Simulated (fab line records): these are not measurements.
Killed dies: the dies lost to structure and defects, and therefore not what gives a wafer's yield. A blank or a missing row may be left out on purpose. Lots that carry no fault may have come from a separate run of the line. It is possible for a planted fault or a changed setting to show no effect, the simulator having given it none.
Lot-split experiment -- flow n5_finfet -- 39 wafers read from 7 lots, route of 1938 steps

THE SPLIT ITSELF
At N5_SD_EPI_N_EPI_21 (deposits Si:P, time 690 s), the setting temp_c was moved away from the recipe's 680 C on 15 of the 39 wafers read, by -0.8% to +0.8%. For the rest of the wafers, this setting stayed at what the recipe calls for.

FROM THE SPLIT TO THE READING: what the file shows between them, 10 steps
- N5_SD_EPI_N_EPI_MEAS_23
- N5_SD_EPI_P_ETCHBACK_46: etches SiNx in CH3F/O2, stops on SiO2, target depth 17.5 nm (also split here: over_etch_frac)
- N5_SD_EPI_P_ETCH_47: etches SiOCN in CH3F/O2, target depth 25 nm
- N5_SD_EPI_P_ETCH_16: etches SiO2 in CHF3/O2, target depth 5 nm
- N5_SD_EPI_P_EPI_21: deposits SiGe:B, time 355 s
- N5_SD_EPI_P_HM_STRIP_48: strips SiNx in H3PO4, material SiNx, target depth 3 nm
- N5_SD_EPI_P_SRD_49: time 30 s
- N5_SD_EPI_P_PRECLEAN_24: cleans in O3/DIW, time 45 s
- N5_SD_ACTIVATION_RTA_00: time 0 s
- N5_SD_ACTIVATION_LSA_01: time 0.0008 s

THE READING
RS_SD_N (ohm/sq), read at N5_SD_ACTIVATION_RS_MEAS_03 with a four-point probe. On this fab line, fault-free wafers typically give 21.76 ohm/sq with a standard deviation of 0.28 ohm/sq.

wafer,"tool, chamber at the split","temp_c as run, C",against the recipe,"RS_SD_N, ohm/sq",against lot-mates on the recipe
L074.1,"epi_rpcvd-04, 0",685.1,+0.8%,20.32,-1.68
L074.2,"epi_rpcvd-04, 0",680,recipe,21.81,-
L074.3,"epi_rpcvd-04, 0",680,recipe,22.03,-
L074.4,"epi_rpcvd-04, 0",685.1,+0.8%,20.22,-1.78
L074.5,"epi_rpcvd-04, 0",680,recipe,22.15,-
L074.6,"epi_rpcvd-04, 0",685.1,+0.8%,20.23,-1.77
L076.1,"epi_rpcvd-04, 0",680,recipe,21.24,-
L076.2,"epi_rpcvd-04, 0",674.9,-0.8%,23.41,+2.03
L076.3,"epi_rpcvd-04, 0",680,recipe,21.57,-
L076.4,"epi_rpcvd-04, 0",680,recipe,21.34,-
L076.5,"epi_rpcvd-04, 0",674.9,-0.8%,23.54,+2.16
L076.6,"epi_rpcvd-04, 0",674.9,-0.8%,23.43,+2.05
L077.2,"epi_rpcvd-03, 0",680,recipe,21.77,-
L077.4,"epi_rpcvd-03, 0",680,recipe,22.01,-
L077.6,"epi_rpcvd-03, 0",680,recipe,21.72,-
L085.1,"epi_rpcvd-02, 0",675.1,-0.7%,23.17,+1.61
L085.2,"epi_rpcvd-02, 0",680,recipe,21.33,-
L085.3,"epi_rpcvd-02, 0",675.1,-0.7%,23.36,+1.80
L085.4,"epi_rpcvd-02, 0",680,recipe,21.63,-
L085.5,"epi_rpcvd-02, 0",680,recipe,21.73,-
L085.6,"epi_rpcvd-02, 0",675.1,-0.7%,23.16,+1.60
L089.1,"epi_rpcvd-04, 0",680,recipe,21.96,-
L089.2,"epi_rpcvd-04, 0",680,recipe,22.10,-
L089.3,"epi_rpcvd-04, 0",680,recipe,21.83,-
L089.4,"epi_rpcvd-04, 0",680,recipe,21.88,-
L089.5,"epi_rpcvd-04, 0",680,recipe,21.92,-
L089.6,"epi_rpcvd-04, 0",680,recipe,21.69,-
L092.1,"epi_rpcvd-02, 0",678.4,-0.2%,22.24,+0.93
L092.2,"epi_rpcvd-02, 0",678.4,-0.2%,22.10,+0.79
L092.3,"epi_rpcvd-02, 0",678.4,-0.2%,21.62,+0.31
L092.4,"epi_rpcvd-02, 0",680,recipe,21.27,-
L092.5,"epi_rpcvd-02, 0",680,recipe,21.45,-
L092.6,"epi_rpcvd-02, 0",680,recipe,21.22,-
L096.1,"epi_rpcvd-02, 0",676.3,-0.5%,23.60,+1.44
L096.2,"epi_rpcvd-02, 0",676.3,-0.5%,23.19,+1.03
L096.3,"epi_rpcvd-02, 0",680,recipe,22.17,-
L096.4,"epi_rpcvd-02, 0",680,recipe,22.24,-
L096.5,"epi_rpcvd-02, 0",676.3,-0.5%,23.45,+1.29
L096.6,"epi_rpcvd-02, 0",680,recipe,22.06,-

FIT RESULTS
A straight line over all 39 wafers: RS_SD_N changes by -2.2 ohm/sq for each +1% of temp_c; r = -0.94; the points scatter about the line by 0.31 ohm/sq.
The same after taking each lot's own level away (the mean of its wafers on the recipe; 39 wafers): -2.44 ohm/sq for each +1%; r = -0.99; scatter 0.16 ohm/sq.
On that fit, the largest move of temp_c shifts the reading by 1.8 ohm/sq.
The span of the lots' own levels, 21.313 to 22.157 ohm/sq, comes to 3.0 times the standard deviation stated above.
The two slopes are in agreement: the lot-to-lot level therefore moves the slope only a little.
Check: for one of the wafers moved furthest among these (+0.8%), held out of the fit, the line's prediction against its lot-mates is -1.84 ohm/sq. It came out at -1.68 ohm/sq against them.

FURTHER SPLITS ON THESE WAFERS
These wafers also went through other splits before the reading. Each is held against what the fit with the lots' levels taken away leaves over:
other split on the same wafers,wafers away from the commonest value,r with RS_SD_N (lot level and that fit taken away)
N5_WELL_APT_EPI_41 target_thk_a,12,+0.01
N5_FIN_CUT_CUT_ETCH_26 time_s,12,-0.16
N5_DUMMY_GATE_ETCH_44 target_depth_a,15,-0.06
N5_SD_EPI_P_ETCHBACK_46 over_etch_frac,18,+0.04

THE WHOLE CHAIN: every reading that the file lists as answering this split, in the file's order
step,what it does,reading,change (the file's fit),r (the file's)
N5_SD_EPI_N_EPI_21,"deposits Si:P, time 690 s","Si-P_of_SD_EPI_N_EPI_21.thk_nm (the simulator's own value, which no gauge read)",+6.72 nm for each +1% of the setting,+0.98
N5_SD_EPI_N_EPI_MEAS_23,,thk_nm,withheld for each +1% of the setting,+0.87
N5_SD_EPI_P_HM_STRIP_48,"strips SiNx in H3PO4, material SiNx, target depth 3 nm","Si-P_of_SD_EPI_N_EPI_21.thk_nm (the simulator's own value, which no gauge read)",+6.6 nm for each +1% of the setting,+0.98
N5_SD_ACTIVATION_RS_MEAS_03,measures by four-point-probe,RS_SD_N,-2.46 for each +1% of the setting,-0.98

FILE'S OWN FIT
RS_SD_N changes by -2.46 ohm/sq for each +1% of temp_c, r = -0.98.
